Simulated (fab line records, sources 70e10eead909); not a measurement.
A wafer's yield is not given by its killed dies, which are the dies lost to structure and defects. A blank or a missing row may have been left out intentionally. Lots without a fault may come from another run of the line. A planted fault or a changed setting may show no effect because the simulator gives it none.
Which tool did it?	flow nandHarc	11 lots with 33 wafers sampled at 4 steps, on a route of 1159 steps

== WHAT THE GAUGES READ, wafer by wafer ==
NHARC_P_M1_CD_MEAS_09: the cd target is 130 nm. Usual: 130.4 nm for cdNm, sd 0.63.
lot	measured	on	cdNm (nm)	flag
L824	day 6 20:34	cdSem-02	130.5 131.2 130.2	
L825	day 6 21:30	cdSem-02	130.6 130.1 130.8	
L828	day 7 03:15	cdSem-02	130.5 130.2 131.1	
L832	day 8 08:33	cdSem-01	130.5 129.7 129.9	
L834	day 8 13:39	cdSem-03	129.7 130.7 129.4	
L836	day 9 06:53	cdSem-01	129.3 129.9 129.7	
L837	day 9 19:43	cdSem-02	131.1 131.3 130.5	
L841	day 10 12:56	cdSem-03	130.3 130.1 130.3	
L843	day 10 20:43	cdSem-02	130.6 129.8 130.5	
L844	day 10 21:13	cdSem-01	130.2 131.5 130.2	
L845	day 11 15:04	cdSem-02	129.1 129.4 130.0	

== TOOL THAT RAN EACH LOT (tool first, then ch and the chambers of the sampled wafers, then the start) ==
lot	NHARC_P_CONTACT_PVD_32	NHARC_P_M0_DESCUM_14	NHARC_P_M0_ETCH_34
L824	pvdSputter-03, day 6 16:41 or earlier	rieDiel-03 ch 0,1,3, day 6 16:41	rieDiel-03 ch 0,1,2, day 6 16:45
L825	pvdSputter-01, day 6 17:18 or earlier	rieDiel-03 ch 0,2, day 6 17:18	rieDiel-03 ch 1,2,3, day 6 17:23
L828	pvdSputter-02, day 6 23:13 or earlier	rieDiel-03 ch 0,1,2, day 6 23:13	rieDiel-03 ch 1,2,3, day 6 23:18
L832	pvdSputter-03, day 8 04:39 or earlier	rieDiel-03 ch 0,3, day 8 04:39	rieDiel-03 ch 1,3, day 8 04:45
L834	pvdSputter-03, day 8 09:25 or earlier	rieDiel-03 ch 1,3, day 8 09:25	rieDiel-03 ch 0,1,3, day 8 09:33
L836	pvdSputter-02, day 9 02:59 or earlier	rieDiel-03 ch 1,2, day 9 02:59	rieDiel-03 ch 0,1,2, day 9 03:05
L837	pvdSputter-02, day 9 15:48 or earlier	rieDiel-05 ch 0,1,2, day 9 15:48	rieDiel-05 ch 0,1,3, day 9 15:53
L841	pvdSputter-01, day 10 09:04 or earlier	rieDiel-12 ch 0,2,3, day 10 09:04	rieDiel-12 ch 1,2,3, day 10 09:09
L843	pvdSputter-03, day 10 16:49 or earlier	rieDiel-12 ch 0,1,3, day 10 16:49	rieDiel-12 ch 0,2,3, day 10 16:53
L844	pvdSputter-03, day 10 17:13 or earlier	rieDiel-05 ch 0,3, day 10 17:13	rieDiel-05 ch 1,2, day 10 17:18
L845	pvdSputter-02, day 11 11:06 or earlier	rieDiel-05 ch 0,2,3, day 11 11:06	rieDiel-05 ch 1,2,3, day 11 11:10
- NHARC_P_CONTACT_PVD_32: deposits Ti, target thk 5 nm, time 17.7 s.
- NHARC_P_M0_DESCUM_14: chemistry O2, time 3 s.
- NHARC_P_M0_ETCH_34: etches the open film in N2/H2, target depth 40 nm, overetch 12 nm, time 43.94 s.

== WHAT THE TOOLS THEMSELVES READ (means of the sampled wafers that have a number; where no wafer has one, the mark that the record gives instead) ==
NHARC_P_CONTACT_PVD_32. Usual: 30.2 % for throttleValvePct, sd 0.7.
lot	tool	throttleValvePct (%)	flag
L824	pvdSputter-03	30.1	
L825	pvdSputter-01	30.4	
L828	pvdSputter-02	30.3	
L832	pvdSputter-03	29.6	
L834	pvdSputter-03	30.4	
L836	pvdSputter-02	29.9	
L837	pvdSputter-02	29.9	
L841	pvdSputter-01	30.9	
L843	pvdSputter-03	30.0	
L844	pvdSputter-03	29.9	
L845	pvdSputter-02	29.9	

NHARC_P_M0_DESCUM_14. Usual: drypumpMotorCurrentA 5.6 A, standard deviation 0.44; o2FlowSccm 199.9 sccm, standard deviation 0.63; oesProductAu 1.002 a.u., standard deviation 0.0082; rfVppV 57.7 V, standard deviation 0.93; showerheadPlenumPTorr 1.91 Torr, standard deviation 0.073; throttleValvePct 11.312 %, standard deviation 0.0085.
lot	tool	drypumpMotorCurrentA (A)	o2FlowSccm (sccm)	oesProductAu (a.u.)	rfVppV (V)	showerheadPlenumPTorr (Torr)	throttleValvePct (%)	flag
L824	rieDiel-03	5.8	200.0	0.996	58.6	1.95	11.311	
L825	rieDiel-03	5.9	199.9	0.998	58.2	1.99	11.307	
L828	rieDiel-03	5.8	199.9	0.993	58.1	1.98	11.322	
L832	rieDiel-03	5.7	199.6	0.997	57.9	1.95	11.310	
L834	rieDiel-03	5.6	200.0	0.999	57.2	1.94	11.310	
L836	rieDiel-03	5.6	199.8	1.001	58.1	1.96	11.321	
L837	rieDiel-05	5.2	200.0	1.000	57.9	1.89	11.307	
L841	rieDiel-12	5.8	199.7	0.999	57.1	1.79	11.306	
L843	rieDiel-12	5.3	200.3	1.002	57.6	1.83	11.317	
L844	rieDiel-05	5.3	199.4	1.008	57.9	1.85	11.310	
L845	rieDiel-05	5.5	200.1	1.009	56.7	1.87	11.305	

NHARC_P_M0_ETCH_34. Usual: value, then standard deviation, for each; drypumpMotorCurrentA 5.6 A / 0.43; h2FlowSccm 150.0 sccm / 0.43; oesProductAu 1.002 a.u. / 0.0077; rfVppV 430.5 V / 2.2; runLengthS 65.3 s / 0.39; showerheadPlenumPTorr 2.04 Torr / 0.081; throttleValvePct 14.171 % / 0.009.
lot	tool	drypumpMotorCurrentA (A)	h2FlowSccm (sccm)	oesProductAu (a.u.)	rfVppV (V)	runLengthS (s)	showerheadPlenumPTorr (Torr)	throttleValvePct (%)	flag
L824	rieDiel-03	5.8	149.8	1.007	432.4	65.3	2.11	14.170	
L825	rieDiel-03	5.6	150.2	0.986	431.8	65.8	2.10	14.171	
L828	rieDiel-03	5.6	150.3	1.000	432.0	65.6	2.10	14.174	
L832	rieDiel-03	5.6	150.3	1.001	432.1	65.6	2.06	14.172	
L834	rieDiel-03	5.8	149.7	1.002	431.6	61.7	2.08	14.166	OFF
L836	rieDiel-03	5.8	150.1	0.999	432.9	61.6	2.11	14.162	OFF
L837	rieDiel-05	5.5	149.9	1.010	428.9	65.4	1.97	14.167	
L841	rieDiel-12	5.4	149.7	1.000	428.2	64.7	1.95	14.178	
L843	rieDiel-12	5.9	150.3	1.001	426.7	64.9	1.91	14.171	
L844	rieDiel-05	5.3	149.6	1.009	430.6	65.6	2.03	14.163	
L845	rieDiel-05	5.6	150.0	1.007	429.0	65.2	1.99	14.168	

== THE ANSWER, worked out from the rows above alone ==
Rule: take the mean of a lot's wafers that have a number; if it is more than 3 standard deviations from the usual mean, the lot is off. Also off: a lot with no number at a reading for which 4 or more lots have one. All remaining lots with rows at the step are treated as sound. After the gauges, taken in route order, come the tools' own readings; for these a lot's mean is taken, as printed above. At the first step where some lot is off, the reading lying furthest off is the one used; lots without a number count as furthest.
Off: L834, L836 (NHARC_P_M0_ETCH_34, runLengthS).
If a tool, at that step or one of the process steps before it, ran each lot that is off and ran no sound lot following the first of them, it fits. With no start given for some of its lots, NHARC_P_CONTACT_PVD_32 uses the hours and lot order of NHARC_P_M0_DESCUM_14. One candidate fits, namely rieDiel-03 at NHARC_P_M0_DESCUM_14 and NHARC_P_M0_ETCH_34. At NHARC_P_M0_DESCUM_14 its last sound lot is L832 (day 8 04:39), its first lot that is off L834 (day 8 09:25): a fault that began between those two fits.

== WHAT THE SIMULATOR HAD PUT IN ==
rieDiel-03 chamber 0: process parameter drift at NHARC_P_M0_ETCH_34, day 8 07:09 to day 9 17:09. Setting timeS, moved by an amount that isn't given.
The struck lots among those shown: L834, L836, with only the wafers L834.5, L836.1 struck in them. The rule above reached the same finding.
